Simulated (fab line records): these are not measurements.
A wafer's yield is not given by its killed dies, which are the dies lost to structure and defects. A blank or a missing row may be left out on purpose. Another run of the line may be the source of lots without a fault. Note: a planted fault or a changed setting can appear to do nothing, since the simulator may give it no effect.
Which tool is to blame? :: flow n5_finfet :: Sampling: 8 lots, 24 wafers, 5 of 1938 route steps

WHAT THE GAUGES SHOWED, per wafer
N5_BEOL_M4_RC_MEAS_101. Usual: DIBL_N 36.6 mV/V, standard deviation 1.1; DIBL_P 36.7 mV/V, standard deviation 1.5; IOFF_N 0.155 nA/um, standard deviation 0.019; IOFF_P 0.208 nA/um, standard deviation 0.025; ION_N 673 uA/um, standard deviation 8.5; ION_P 462 uA/um, standard deviation 5.9; SS_N 71.6 mV/dec, standard deviation 0.58; SS_P 73.5 mV/dec, standard deviation 0.51; VT_N 250.7 mV, standard deviation 2.4; VT_P -251 mV, standard deviation 3.
lot: L582
measured: day 10 17:33
on: prober-02
DIBL_N (mV/V): 36.8 37.3 36.5
DIBL_P (mV/V): 35.9 36.5 35.9
IOFF_N (nA/um): 0.146 0.154 0.142
IOFF_P (nA/um): 0.228 0.235 0.226
ION_N (uA/um): 660 669 662
ION_P (uA/um): 468 467 464
SS_N (mV/dec): 71.4 71.2 71.4
SS_P (mV/dec): 73.2 73.5 74.0
VT_N (mV): 254.4 251.4 251.8
VT_P (mV): -246 -244 -246
flag: 

lot: L584
measured: day 10 22:09
on: prober-02
DIBL_N (mV/V): 34.9 36.0 35.5
DIBL_P (mV/V): 32.8 34.5 34.1
IOFF_N (nA/um): 0.140 0.161 0.154
IOFF_P (nA/um): 0.178 0.202 0.193
ION_N (uA/um): 673 675 670
ION_P (uA/um): 464 466 457
SS_N (mV/dec): 71.2 71.0 70.9
SS_P (mV/dec): 72.9 72.9 73.0
VT_N (mV): 250.1 248.8 249.8
VT_P (mV): -251 -252 -251
flag: 

lot: L594
measured: day 14 01:33
on: prober-01
DIBL_N (mV/V): 37.1 35.0 37.1
DIBL_P (mV/V): 36.4 34.6 36.7
IOFF_N (nA/um): 0.151 0.121 0.147
IOFF_P (nA/um): 0.197 0.174 0.213
ION_N (uA/um): 673 664 664
ION_P (uA/um): 459 458 456
SS_N (mV/dec): 71.6 71.2 71.8
SS_P (mV/dec): 73.1 72.9 73.4
VT_N (mV): 250.6 257.0 253.5
VT_P (mV): -255 -254 -252
flag: 

lot: L595
measured: day 13 18:49
on: prober-02
DIBL_N (mV/V): 35.0 36.7 35.6
DIBL_P (mV/V): 35.5 37.0 36.5
IOFF_N (nA/um): 0.156 0.173 0.162
IOFF_P (nA/um): 0.220 0.237 0.226
ION_N (uA/um): 674 674 679
ION_P (uA/um): 467 463 466
SS_N (mV/dec): 72.4 72.5 71.6
SS_P (mV/dec): 73.4 73.5 72.8
VT_N (mV): 250.1 248.2 250.3
VT_P (mV): -248 -248 -247
flag: 

lot: L596
measured: day 14 04:57
on: prober-02
DIBL_N (mV/V): 36.3 36.7 37.9
DIBL_P (mV/V): 35.8 36.4 38.5
IOFF_N (nA/um): 0.140 0.144 0.168
IOFF_P (nA/um): 0.223 0.235 0.263
ION_N (uA/um): 671 676 668
ION_P (uA/um): 470 472 471
SS_N (mV/dec): 71.6 71.4 72.0
SS_P (mV/dec): 73.5 74.7 74.8
VT_N (mV): 249.9 253.7 250.2
VT_P (mV): -248 -247 -246
flag: 

lot: L599
measured: day 15 06:02
on: prober-01
DIBL_N (mV/V): 36.6 37.4 37.7
DIBL_P (mV/V): 36.6 38.0 38.4
IOFF_N (nA/um): 0.146 0.164 0.167
IOFF_P (nA/um): 0.185 0.200 0.201
ION_N (uA/um): 673 673 683
ION_P (uA/um): 457 457 467
SS_N (mV/dec): 70.9 72.1 72.1
SS_P (mV/dec): 73.4 73.1 74.0
VT_N (mV): 251.3 249.9 250.7
VT_P (mV): -254 -254 -252
flag: 

lot: L602
measured: day 15 11:37
on: prober-01
DIBL_N (mV/V): 36.1 37.0 35.9
DIBL_P (mV/V): 37.2 37.9 37.1
IOFF_N (nA/um): 0.149 0.164 0.144
IOFF_P (nA/um): 0.219 0.234 0.219
ION_N (uA/um): 661 681 662
ION_P (uA/um): 463 468 458
SS_N (mV/dec): 71.4 71.4 71.4
SS_P (mV/dec): 73.3 73.8 73.0
VT_N (mV): 254.1 250.1 251.0
VT_P (mV): -247 -246 -247
flag: 

lot: L603
measured: day 16 02:40
on: prober-01
DIBL_N (mV/V): 36.5 37.8 35.7
DIBL_P (mV/V): 36.6 37.9 35.1
IOFF_N (nA/um): 0.150 0.170 0.131
IOFF_P (nA/um): 0.218 0.245 0.200
ION_N (uA/um): 675 677 675
ION_P (uA/um): 464 469 471
SS_N (mV/dec): 71.7 71.5 71.2
SS_P (mV/dec): 73.4 74.2 73.5
VT_N (mV): 251.7 252.2 253.5
VT_P (mV): -249 -247 -248
flag: 

TOOL THAT RAN EACH LOT (tool first, then ch and the chambers of the sampled wafers, then the start)
lot: L582
N5_FIN_SAQP_DESCUM_21: rie_diel-03 ch 2,3, day 1 21:55
N5_FIN_SAQP_ETCH_51: rie_diel-03 ch 2,3, day 1 21:57
N5_FIN_SAQP_ETCH_52: rie_diel-03 ch 2,3, day 1 22:00
N5_FIN_SAQP_SPACER1_ALD_24: ald_sin-02 ch 0,2,3, day 1 23:00

lot: L584
N5_FIN_SAQP_DESCUM_21: rie_diel-04 ch 0,2,3, day 2 10:46
N5_FIN_SAQP_ETCH_51: rie_diel-04 ch 0,2,3, day 2 10:47
N5_FIN_SAQP_ETCH_52: rie_diel-04 ch 0,2,3, day 2 10:51
N5_FIN_SAQP_SPACER1_ALD_24: ald_sin-03 ch 0,1,3, day 2 13:37

lot: L594
N5_FIN_SAQP_DESCUM_21: rie_diel-04 ch 0,1, day 4 23:43
N5_FIN_SAQP_ETCH_51: rie_diel-04 ch 0,1, day 4 23:45
N5_FIN_SAQP_ETCH_52: rie_diel-04 ch 0,1, day 4 23:48
N5_FIN_SAQP_SPACER1_ALD_24: ald_sin-01 ch 0,3, day 5 00:56

lot: L595
N5_FIN_SAQP_DESCUM_21: rie_diel-04 ch 1,2,3, day 5 04:16
N5_FIN_SAQP_ETCH_51: rie_diel-04 ch 1,2,3, day 5 04:18
N5_FIN_SAQP_ETCH_52: rie_diel-04 ch 1,2,3, day 5 04:22
N5_FIN_SAQP_SPACER1_ALD_24: ald_sin-01 ch 0,1,2, day 5 05:21

lot: L596
N5_FIN_SAQP_DESCUM_21: rie_diel-03 ch 0,2,3, day 5 09:58
N5_FIN_SAQP_ETCH_51: rie_diel-03 ch 0,2,3, day 5 10:01
N5_FIN_SAQP_ETCH_52: rie_diel-03 ch 0,2,3, day 5 10:04
N5_FIN_SAQP_SPACER1_ALD_24: ald_sin-01 ch 1,2, day 5 11:05

lot: L599
N5_FIN_SAQP_DESCUM_21: rie_diel-01 ch 2,3, day 6 05:01
N5_FIN_SAQP_ETCH_51: rie_diel-01 ch 2,3, day 6 05:02
N5_FIN_SAQP_ETCH_52: rie_diel-01 ch 2,3, day 6 05:06
N5_FIN_SAQP_SPACER1_ALD_24: ald_sin-03 ch 0,1, day 6 06:11

lot: L602
N5_FIN_SAQP_DESCUM_21: rie_diel-01 ch 2,3, day 6 22:19
N5_FIN_SAQP_ETCH_51: rie_diel-01 ch 2,3, day 6 22:20
N5_FIN_SAQP_ETCH_52: rie_diel-01 ch 2,3, day 6 22:24
N5_FIN_SAQP_SPACER1_ALD_24: ald_sin-02 ch 0,1,3, day 6 23:24

lot: L603
N5_FIN_SAQP_DESCUM_21: rie_diel-03 ch 0,1, day 7 04:10
N5_FIN_SAQP_ETCH_51: rie_diel-03 ch 0,1, day 7 04:11
N5_FIN_SAQP_ETCH_52: rie_diel-03 ch 0,1, day 7 04:15
N5_FIN_SAQP_SPACER1_ALD_24: ald_sin-03 ch 0,1, day 7 05:14
- N5_FIN_SAQP_DESCUM_21: chemistry O2, time 7.9 s.
- N5_FIN_SAQP_ETCH_51: etches SiARC in CF4, target depth 45.5 nm, time 75.8 s.
- N5_FIN_SAQP_ETCH_52: etches SOC in N2/H2, target depth 100 nm, overetch 20 nm, time 150 s.
- N5_FIN_SAQP_SPACER1_ALD_24: deposits SiO2, target thk 20.3 nm, pulse time 1 s, purge time 2 s.

AS READ BY THE TOOLS THEMSELVES (means over the sampled wafers that have a number; for cases with no such wafer, the mark the record gives instead)
N5_FIN_SAQP_DESCUM_21. Usual: chamber_pressure_mTorr 20.003 mTorr, standard deviation 0.03; drypump_motor_current_A 5.7 A, standard deviation 0.54; oes_product_au 0.77 a.u., standard deviation 0.08; rf_vpp_V 243.3 V, standard deviation 1.4; showerhead_plenum_p_Torr 2.10 Torr, standard deviation 0.076; throttle_valve_pct 20.47 %, standard deviation 0.24.
lot: L582
tool: rie_diel-03
chamber_pressure_mTorr (mTorr): 20.002
drypump_motor_current_A (A): 6.4
oes_product_au (a.u.): 0.75
rf_vpp_V (V): 244.1
showerhead_plenum_p_Torr (Torr): 2.15
throttle_valve_pct (%): 20.44
flag: 

lot: L584
tool: rie_diel-04
chamber_pressure_mTorr (mTorr): 20.003
drypump_motor_current_A (A): 5.7
oes_product_au (a.u.): 0.74
rf_vpp_V (V): 242.7
showerhead_plenum_p_Torr (Torr): 2.06
throttle_valve_pct (%): 20.48
flag: 

lot: L594
tool: rie_diel-04
chamber_pressure_mTorr (mTorr): 19.997
drypump_motor_current_A (A): 5.9
oes_product_au (a.u.): 0.76
rf_vpp_V (V): 242.5
showerhead_plenum_p_Torr (Torr): 2.03
throttle_valve_pct (%): 20.65
flag: 

lot: L595
tool: rie_diel-04
chamber_pressure_mTorr (mTorr): 19.996
drypump_motor_current_A (A): 5.8
oes_product_au (a.u.): 0.74
rf_vpp_V (V): 243.0
showerhead_plenum_p_Torr (Torr): 2.10
throttle_valve_pct (%): 20.59
flag: 

lot: L596
tool: rie_diel-03
chamber_pressure_mTorr (mTorr): 20.016
drypump_motor_current_A (A): 6.0
oes_product_au (a.u.): 0.74
rf_vpp_V (V): 243.2
showerhead_plenum_p_Torr (Torr): 2.11
throttle_valve_pct (%): 20.27
flag: 

lot: L599
tool: rie_diel-01
chamber_pressure_mTorr (mTorr): 20.003
drypump_motor_current_A (A): 5.4
oes_product_au (a.u.): 0.84
rf_vpp_V (V): 243.6
showerhead_plenum_p_Torr (Torr): 2.12
throttle_valve_pct (%): 20.60
flag: 

lot: L602
tool: rie_diel-01
chamber_pressure_mTorr (mTorr): 20.003
drypump_motor_current_A (A): 5.4
oes_product_au (a.u.): 0.83
rf_vpp_V (V): 243.1
showerhead_plenum_p_Torr (Torr): 2.11
throttle_valve_pct (%): 20.60
flag: 

lot: L603
tool: rie_diel-03
chamber_pressure_mTorr (mTorr): 20.005
drypump_motor_current_A (A): 5.0
oes_product_au (a.u.): 0.84
rf_vpp_V (V): 244.8
showerhead_plenum_p_Torr (Torr): 2.16
throttle_valve_pct (%): 20.27
flag: 

N5_FIN_SAQP_ETCH_51. Usual: chamber_pressure_mTorr 40.01 mTorr (standard deviation 0.053); drypump_motor_current_A 5.7 A (standard deviation 0.54); etch_rf_on_time_s 76.0 s (standard deviation 1.4); oes_product_au 0.66 a.u. (standard deviation 0.07); rf_vpp_V 184.2 V (standard deviation 1.3); showerhead_plenum_p_Torr 2.15 Torr (standard deviation 0.073); throttle_valve_pct 15.66 % (standard deviation 0.19).
lot: L582
tool: rie_diel-03
chamber_pressure_mTorr (mTorr): 40.04
drypump_motor_current_A (A): 6.4
etch_rf_on_time_s (s): 75.3
oes_product_au (a.u.): 0.64
rf_vpp_V (V): 184.5
showerhead_plenum_p_Torr (Torr): 2.19
throttle_valve_pct (%): 15.61
flag: 

lot: L584
tool: rie_diel-04
chamber_pressure_mTorr (mTorr): 39.99
drypump_motor_current_A (A): 5.7
etch_rf_on_time_s (s): 76.1
oes_product_au (a.u.): 0.63
rf_vpp_V (V): 183.4
showerhead_plenum_p_Torr (Torr): 2.11
throttle_valve_pct (%): 15.69
flag: 

lot: L594
tool: rie_diel-04
chamber_pressure_mTorr (mTorr): 40.00
drypump_motor_current_A (A): 5.9
etch_rf_on_time_s (s): 68.2
oes_product_au (a.u.): 0.69
rf_vpp_V (V): 183.7
showerhead_plenum_p_Torr (Torr): 2.09
throttle_valve_pct (%): 15.82
flag: OFF

lot: L595
tool: rie_diel-04
chamber_pressure_mTorr (mTorr): 39.98
drypump_motor_current_A (A): 5.8
etch_rf_on_time_s (s): 69.4
oes_product_au (a.u.): 0.69
rf_vpp_V (V): 184.0
showerhead_plenum_p_Torr (Torr): 2.15
throttle_valve_pct (%): 15.76
flag: OFF

lot: L596
tool: rie_diel-03
chamber_pressure_mTorr (mTorr): 40.01
drypump_motor_current_A (A): 6.0
etch_rf_on_time_s (s): 76.2
oes_product_au (a.u.): 0.63
rf_vpp_V (V): 185.1
showerhead_plenum_p_Torr (Torr): 2.16
throttle_valve_pct (%): 15.50
flag: 

lot: L599
tool: rie_diel-01
chamber_pressure_mTorr (mTorr): 40.02
drypump_motor_current_A (A): 5.4
etch_rf_on_time_s (s): 75.5
oes_product_au (a.u.): 0.71
rf_vpp_V (V): 183.9
showerhead_plenum_p_Torr (Torr): 2.16
throttle_valve_pct (%): 15.72
flag: 

lot: L602
tool: rie_diel-01
chamber_pressure_mTorr (mTorr): 40.00
drypump_motor_current_A (A): 5.4
etch_rf_on_time_s (s): 75.4
oes_product_au (a.u.): 0.71
rf_vpp_V (V): 184.0
showerhead_plenum_p_Torr (Torr): 2.16
throttle_valve_pct (%): 15.73
flag: 

lot: L603
tool: rie_diel-03
chamber_pressure_mTorr (mTorr): 39.99
drypump_motor_current_A (A): 4.9
etch_rf_on_time_s (s): 74.9
oes_product_au (a.u.): 0.72
rf_vpp_V (V): 185.8
showerhead_plenum_p_Torr (Torr): 2.22
throttle_valve_pct (%): 15.49
flag: 

N5_FIN_SAQP_ETCH_52. Usual: chamber_pressure_mTorr 30.001 mTorr, standard deviation 0.028; drypump_motor_current_A 5.8 A, standard deviation 0.54; oes_product_au 0.69 a.u., standard deviation 0.067; rf_vpp_V 524.2 V, standard deviation 2.6; showerhead_plenum_p_Torr 2.55 Torr, standard deviation 0.089; throttle_valve_pct 17.87 %, standard deviation 0.22.
lot: L582
tool: rie_diel-03
chamber_pressure_mTorr (mTorr): 29.996
drypump_motor_current_A (A): 6.4
oes_product_au (a.u.): 0.67
rf_vpp_V (V): 525.3
showerhead_plenum_p_Torr (Torr): 2.60
throttle_valve_pct (%): 17.80
flag: 

lot: L584
tool: rie_diel-04
chamber_pressure_mTorr (mTorr): 30.006
drypump_motor_current_A (A): 5.7
oes_product_au (a.u.): 0.66
rf_vpp_V (V): 522.4
showerhead_plenum_p_Torr (Torr): 2.50
throttle_valve_pct (%): 17.92
flag: 

lot: L594
tool: rie_diel-04
chamber_pressure_mTorr (mTorr): 30.014
drypump_motor_current_A (A): 5.9
oes_product_au (a.u.): 0.67
rf_vpp_V (V): 522.3
showerhead_plenum_p_Torr (Torr): 2.48
throttle_valve_pct (%): 18.09
flag: 

lot: L595
tool: rie_diel-04
chamber_pressure_mTorr (mTorr): 30.019
drypump_motor_current_A (A): 5.8
oes_product_au (a.u.): 0.67
rf_vpp_V (V): 524.5
showerhead_plenum_p_Torr (Torr): 2.54
throttle_valve_pct (%): 17.97
flag: 

lot: L596
tool: rie_diel-03
chamber_pressure_mTorr (mTorr): 29.998
drypump_motor_current_A (A): 6.0
oes_product_au (a.u.): 0.65
rf_vpp_V (V): 524.5
showerhead_plenum_p_Torr (Torr): 2.57
throttle_valve_pct (%): 17.69
flag: 

lot: L599
tool: rie_diel-01
chamber_pressure_mTorr (mTorr): 30.005
drypump_motor_current_A (A): 5.4
oes_product_au (a.u.): 0.74
rf_vpp_V (V): 524.3
showerhead_plenum_p_Torr (Torr): 2.57
throttle_valve_pct (%): 17.99
flag: 

lot: L602
tool: rie_diel-01
chamber_pressure_mTorr (mTorr): 29.978
drypump_motor_current_A (A): 5.4
oes_product_au (a.u.): 0.74
rf_vpp_V (V): 524.8
showerhead_plenum_p_Torr (Torr): 2.56
throttle_valve_pct (%): 18.00
flag: 

lot: L603
tool: rie_diel-03
chamber_pressure_mTorr (mTorr): 30.003
drypump_motor_current_A (A): 5.0
oes_product_au (a.u.): 0.74
rf_vpp_V (V): 526.7
showerhead_plenum_p_Torr (Torr): 2.65
throttle_valve_pct (%): 17.65
flag: 

N5_FIN_SAQP_SPACER1_ALD_24. Usual: heater_power_w 478 W, standard deviation 46; precursor_pulse_height_rel 1.000, standard deviation 0.021.
lot: L582
tool: ald_sin-02
heater_power_w (W): 505
precursor_pulse_height_rel: 1.011
flag: 

lot: L584
tool: ald_sin-03
heater_power_w (W): 476
precursor_pulse_height_rel: 1.005
flag: 

lot: L594
tool: ald_sin-01
heater_power_w (W): 477
precursor_pulse_height_rel: 1.013
flag: 

lot: L595
tool: ald_sin-01
heater_power_w (W): 500
precursor_pulse_height_rel: 1.002
flag: 

lot: L596
tool: ald_sin-01
heater_power_w (W): 517
precursor_pulse_height_rel: 1.008
flag: 

lot: L599
tool: ald_sin-03
heater_power_w (W): 464
precursor_pulse_height_rel: 0.989
flag: 

lot: L602
tool: ald_sin-02
heater_power_w (W): 448
precursor_pulse_height_rel: 1.001
flag: 

lot: L603
tool: ald_sin-03
heater_power_w (W): 487
precursor_pulse_height_rel: 0.996
flag: 

THE ANSWER, worked out from the rows above alone
Rule: lot off if the mean of its wafers having a number is beyond 3 standard deviations from the usual mean. Also off: a lot with no number at a reading for which 4 or more lots have one. All remaining lots with rows at the step are treated as sound. First the gauges in route order, then the tools' own readings, where a lot's mean is used as printed above. At the first step where some lot is off, the reading lying furthest off is the one used; lots without a number count as furthest.
Off at N5_FIN_SAQP_ETCH_51 (etch_rf_on_time_s): L594, L595.
If a tool, at that step or one of the process steps before it, ran each lot that is off and ran no sound lot following the first of them, it fits. One candidate fits, namely rie_diel-04 at N5_FIN_SAQP_DESCUM_21 and N5_FIN_SAQP_ETCH_51. At N5_FIN_SAQP_DESCUM_21 its last sound lot is L584 (day 2 10:46), its first lot that is off L594 (day 4 23:43): a fault that began between those two fits.

WHAT HAD BEEN PUT IN BY THE SIMULATOR
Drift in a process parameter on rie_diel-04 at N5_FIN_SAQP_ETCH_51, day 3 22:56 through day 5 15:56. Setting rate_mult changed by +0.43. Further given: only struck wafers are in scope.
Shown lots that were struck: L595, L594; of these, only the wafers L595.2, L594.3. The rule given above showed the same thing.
